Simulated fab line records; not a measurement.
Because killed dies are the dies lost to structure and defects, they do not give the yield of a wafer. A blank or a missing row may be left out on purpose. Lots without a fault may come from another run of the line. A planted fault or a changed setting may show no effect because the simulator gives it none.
The tool behind it: which one? | flow n5_finfet | 13 lots, 34 wafers sampled, at 2 steps of a route of 1938

== WHAT THE GAUGES SHOWED, per wafer ==
N5_DUMMY_REMOVAL_INSPECT_06: inspects for defects (brightfield).
lot  | measured    | on                | raw_defect_count
L153 | day 3 21:44 | defect_inspect-02 | 11 12 8
L154 | day 4 06:21 | defect_inspect-01 | 15 14 6
L157 | day 5 00:34 | defect_inspect-01 | 7 13 16
L159 | day 5 09:08 | defect_inspect-01 | 13 8 8
L161 | day 5 22:40 | defect_inspect-01 | 24 16
L162 | day 6 05:11 | defect_inspect-01 | 13 9 22
L164 | day 6 18:03 | defect_inspect-01 | 9 8
L166 | day 7 06:39 | defect_inspect-01 | 9 12
L171 | day 8 12:59 | defect_inspect-02 | 6 18 7
L172 | day 8 16:33 | defect_inspect-01 | 19 27
L174 | day 9 05:40 | defect_inspect-02 | 8 3 13
L175 | day 9 09:32 | defect_inspect-02 | 3 9
L176 | day 9 17:57 | defect_inspect-01 | 13 11 4

N5_HKMG_FIN_CD_MEAS_49: target cd 202 nm.
lot  | measured    | on        | cd_nm (nm)
L153 | day 3 23:02 | cd_sem-01 | 201.6 201.5 202.2
L154 | day 4 07:42 | cd_sem-02 | 201.5 201.7 202.3
L157 | day 5 01:53 | cd_sem-03 | 200.4 201.0 201.6
L159 | day 5 10:35 | cd_sem-01 | 202.2 202.1 202.5
L161 | day 6 00:02 | cd_sem-02 | 201.7 202.4
L162 | day 6 06:36 | cd_sem-01 | 202.3 201.5 201.4
L164 | day 6 19:13 | cd_sem-03 | 202.6 202.6
L166 | day 7 07:52 | cd_sem-01 | 201.5 199.6
L171 | day 8 14:29 | cd_sem-02 | 201.7 201.8 201.6
L172 | day 8 17:51 | cd_sem-03 | 202.2 202.9
L174 | day 9 06:59 | cd_sem-01 | 201.3 200.7 201.9
L175 | day 9 10:50 | cd_sem-02 | 202.6 202.4
L176 | day 9 19:15 | cd_sem-03 | 202.9 202.4 202.6

== WHICH TOOL RAN EACH LOT (tool, then ch and the chambers of the sampled wafers, then the start) ==
Before these readings, the record contains no process step.

== WHAT THE TOOLS THEMSELVES READ (means of the sampled wafers that have a number; where no wafer has one, the mark that the record gives instead) ==
The record holds no such reading with a usual standard deviation.

== THE ANSWER, worked out from the rows above alone ==
Rule: the lots themselves supply what counts as usual. The widest of any qualifying gaps counts: lots, ordered by their means at a reading, are off when they make up no more than a third of the lots, leave a main group of 4 or more, and stand apart from it by 3 or more times the standard deviation of that group's means. If all means in a main group match to the digits the tables above print for the reading, that group is not used. Also off: a lot with no number at a reading for which 4 or more lots have one. All remaining lots with rows at the step are treated as sound. After the gauges, taken in route order, come the tools' own readings; for these a lot's mean is taken, as printed above. At the first step where some lot is off, the reading lying furthest off is the one used; lots without a number count as furthest.
None of the lots is off at any reading shown; this tells nothing.

== WHAT THE SIMULATOR HAD INSERTED ==
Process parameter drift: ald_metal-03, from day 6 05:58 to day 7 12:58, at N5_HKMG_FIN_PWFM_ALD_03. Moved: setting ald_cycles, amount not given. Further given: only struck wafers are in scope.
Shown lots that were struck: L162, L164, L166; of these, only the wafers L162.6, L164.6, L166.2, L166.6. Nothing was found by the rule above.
